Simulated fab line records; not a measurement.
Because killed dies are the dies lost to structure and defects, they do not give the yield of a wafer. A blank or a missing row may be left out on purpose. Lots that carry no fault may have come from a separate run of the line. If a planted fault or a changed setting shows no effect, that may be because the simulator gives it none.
Lot-split experiment :: flow n5Finfet :: route with 1938 steps; 7 lots, 21 wafers read

SPLIT DETAILS
At N5_BEOL_M14_DEP_53 (deposits SiCN from 3MS/NH3, target thk 50 nm, time 17.8 s), the setting timeS was moved away from the recipe's 17.8 s on 6 of the 21 wafers read, by -9.4% to +10.7%. The other wafers ran this setting at the recipe's value.

The reading comes from the split's own step.

THE READING
SiCN_of_BEOL_M14_DEP_53.thkNm (the simulator's own value, which no gauge read), in nm, at N5_BEOL_M14_DEP_53 (deposits SiCN from 3MS/NH3, target thk 50 nm, time 17.8 s). The file gives no usual value for it. Average 50.2 nm, standard deviation 0.61 nm, over the 15 wafers here run with the recipe.

wafer: L076.3
tool, chamber at the split: pecvd-02, 1
timeS as run, s: 17.8
against the recipe: recipe
SiCN_of_BEOL_M14_DEP_53.thkNm, nm: 50
against lot-mates on the recipe: -

wafer: L076.4
tool, chamber at the split: pecvd-02, 0
timeS as run, s: 17.8
against the recipe: recipe
SiCN_of_BEOL_M14_DEP_53.thkNm, nm: 51
against lot-mates on the recipe: -

wafer: L076.6
tool, chamber at the split: pecvd-02, 1
timeS as run, s: 17.8
against the recipe: recipe
SiCN_of_BEOL_M14_DEP_53.thkNm, nm: 49.8
against lot-mates on the recipe: -

wafer: L077.1
tool, chamber at the split: pecvd-01, 1
timeS as run, s: 19.29
against the recipe: +8.4%
SiCN_of_BEOL_M14_DEP_53.thkNm, nm: 53.8
against lot-mates on the recipe: +3.9

wafer: L077.2
tool, chamber at the split: pecvd-01, 0
timeS as run, s: 17.8
against the recipe: recipe
SiCN_of_BEOL_M14_DEP_53.thkNm, nm: 49.6
against lot-mates on the recipe: -

wafer: L077.5
tool, chamber at the split: pecvd-01, 2
timeS as run, s: 17.8
against the recipe: recipe
SiCN_of_BEOL_M14_DEP_53.thkNm, nm: 50.2
against lot-mates on the recipe: -

wafer: L085.1
tool, chamber at the split: pecvd-02, 1
timeS as run, s: 17.07
against the recipe: -4.1%
SiCN_of_BEOL_M14_DEP_53.thkNm, nm: 47
against lot-mates on the recipe: -2.6

wafer: L085.4
tool, chamber at the split: pecvd-02, 0
timeS as run, s: 17.8
against the recipe: recipe
SiCN_of_BEOL_M14_DEP_53.thkNm, nm: 49.6
against lot-mates on the recipe: -

wafer: L085.5
tool, chamber at the split: pecvd-02, 1
timeS as run, s: 17.07
against the recipe: -4.1%
SiCN_of_BEOL_M14_DEP_53.thkNm, nm: 47.4
against lot-mates on the recipe: -2.2

wafer: L088.1
tool, chamber at the split: pecvd-02, 0
timeS as run, s: 16.13
against the recipe: -9.4%
SiCN_of_BEOL_M14_DEP_53.thkNm, nm: 45.4
against lot-mates on the recipe: -5.6

wafer: L088.4
tool, chamber at the split: pecvd-02, 2
timeS as run, s: 17.8
against the recipe: recipe
SiCN_of_BEOL_M14_DEP_53.thkNm, nm: 51
against lot-mates on the recipe: -

wafer: L088.5
tool, chamber at the split: pecvd-02, 1
timeS as run, s: 16.13
against the recipe: -9.4%
SiCN_of_BEOL_M14_DEP_53.thkNm, nm: 45.6
against lot-mates on the recipe: -5.4

wafer: L093.1
tool, chamber at the split: pecvd-02, 1
timeS as run, s: 17.8
against the recipe: recipe
SiCN_of_BEOL_M14_DEP_53.thkNm, nm: 49
against lot-mates on the recipe: -

wafer: L093.3
tool, chamber at the split: pecvd-02, 0
timeS as run, s: 19.7
against the recipe: +10.7%
SiCN_of_BEOL_M14_DEP_53.thkNm, nm: 55.6
against lot-mates on the recipe: +5.9

wafer: L093.6
tool, chamber at the split: pecvd-02, 1
timeS as run, s: 17.8
against the recipe: recipe
SiCN_of_BEOL_M14_DEP_53.thkNm, nm: 50.4
against lot-mates on the recipe: -

wafer: L092.1
tool, chamber at the split: pecvd-04, 2
timeS as run, s: 17.8
against the recipe: recipe
SiCN_of_BEOL_M14_DEP_53.thkNm, nm: 50.2
against lot-mates on the recipe: -

wafer: L092.2
tool, chamber at the split: pecvd-04, 0
timeS as run, s: 17.8
against the recipe: recipe
SiCN_of_BEOL_M14_DEP_53.thkNm, nm: 49.6
against lot-mates on the recipe: -

wafer: L092.3
tool, chamber at the split: pecvd-04, 1
timeS as run, s: 17.8
against the recipe: recipe
SiCN_of_BEOL_M14_DEP_53.thkNm, nm: 49.8
against lot-mates on the recipe: -

wafer: L094.2
tool, chamber at the split: pecvd-02, 2
timeS as run, s: 17.8
against the recipe: recipe
SiCN_of_BEOL_M14_DEP_53.thkNm, nm: 50.2
against lot-mates on the recipe: -

wafer: L094.5
tool, chamber at the split: pecvd-02, 2
timeS as run, s: 17.8
against the recipe: recipe
SiCN_of_BEOL_M14_DEP_53.thkNm, nm: 51.2
against lot-mates on the recipe: -

wafer: L094.6
tool, chamber at the split: pecvd-02, 0
timeS as run, s: 17.8
against the recipe: recipe
SiCN_of_BEOL_M14_DEP_53.thkNm, nm: 50.8
against lot-mates on the recipe: -

THE FIT
A straight line over all 21 wafers: SiCN_of_BEOL_M14_DEP_53.thkNm changes by +0.507 nm for each +1% of timeS; r = +0.97; the points scatter about the line by 0.62 nm.
The same after taking each lot's own level away (the mean of its wafers on the recipe; 21 wafers): +0.553 nm for each +1%; r = +0.99; scatter 0.42 nm.
According to that fit, moving timeS by its largest amount changes the reading by 5.9 nm.
Across the lots, their own levels run from 49.60 to 51.00 nm, a range of 2.3 times the standard deviation given above.
So the lot-to-lot level changes the slope little: the two slopes agree.
Check: with one of the wafers moved furthest among these (+10.7%) left out of the fit, the line predicts +5.79 nm for it against its lot-mates. It came out at +5.9 nm against them.

FURTHER SPLITS ON THESE WAFERS
Other splits were also applied to these wafers ahead of the reading. Each is held against what the fit with the lots' levels taken away leaves over:
other split on the same wafers: N5_BEOL_M10_PEB_26 pebTimeS
wafers away from the commonest value: 8
r with SiCN_of_BEOL_M14_DEP_53.thkNm (lot level and that fit taken away): +0.28

other split on the same wafers: N5_BEOL_M11_DESCUM_16 timeS
wafers away from the commonest value: 9
r with SiCN_of_BEOL_M14_DEP_53.thkNm (lot level and that fit taken away): +0.30

other split on the same wafers: N5_BEOL_M11_COAT_22 spinRpm
wafers away from the commonest value: 7
r with SiCN_of_BEOL_M14_DEP_53.thkNm (lot level and that fit taken away): -0.12

other split on the same wafers: N5_BEOL_M12_CMP_49 downForcePsi
wafers away from the commonest value: 6
r with SiCN_of_BEOL_M14_DEP_53.thkNm (lot level and that fit taken away): +0.21

other split on the same wafers: N5_BEOL_M13_ILD_DEP_00 timeS
wafers away from the commonest value: 10
r with SiCN_of_BEOL_M14_DEP_53.thkNm (lot level and that fit taken away): +0.21

THE FILE'S OWN FIT
SiCN_of_BEOL_M14_DEP_53.thkNm changes by +0.544 nm for each +1% of timeS, r = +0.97.
